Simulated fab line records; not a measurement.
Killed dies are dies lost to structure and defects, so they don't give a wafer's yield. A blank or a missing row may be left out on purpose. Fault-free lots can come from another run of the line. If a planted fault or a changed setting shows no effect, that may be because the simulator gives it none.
Which tool is to blame? -- flow nand_harc -- 7 lots (21 wafers sampled), 1 step of a 1159-step route

WHAT THE GAUGES SHOWED, per wafer
NHARC_A_ONON_D1_THK_MEAS_27: measures by ellipsometry.
lot,measured,on,thk_nm (nm)
L186,day 8 07:05,film_metro-01,991 991 991
L190,day 8 15:23,film_metro-02,1003 1001 1003
L191,day 8 23:19,film_metro-02,1003 1004 1003
L193,day 9 23:43,film_metro-01,1001 1000 1001
L199,day 11 05:01,film_metro-02,1017 1019 1019
L203,day 12 11:43,film_metro-01,1005 1008 1004
L209,day 13 10:46,film_metro-02,995 994 996

EACH LOT AND THE TOOL THAT RAN IT (in order: tool; ch and the chambers of the sampled wafers; start)
Before these readings, the record contains no process step.

THE ANSWER, worked out from the rows above alone
Rule: usual is defined by the lots themselves. The widest of any qualifying gaps counts: lots, ordered by their means at a reading, are off when they make up no more than a third of the lots, leave a main group of 4 or more, and stand apart from it by 3 or more times the standard deviation of that group's means. A main group is skipped when, at the precision printed for the reading in the tables above, its means are all equal. Also off: a lot with no number at a reading for which 4 or more lots have one. Any other lot the step has rows for is counted as sound.
None of the lots is off at any reading shown; this tells nothing.

WHAT HAD BEEN PUT IN BY THE SIMULATOR
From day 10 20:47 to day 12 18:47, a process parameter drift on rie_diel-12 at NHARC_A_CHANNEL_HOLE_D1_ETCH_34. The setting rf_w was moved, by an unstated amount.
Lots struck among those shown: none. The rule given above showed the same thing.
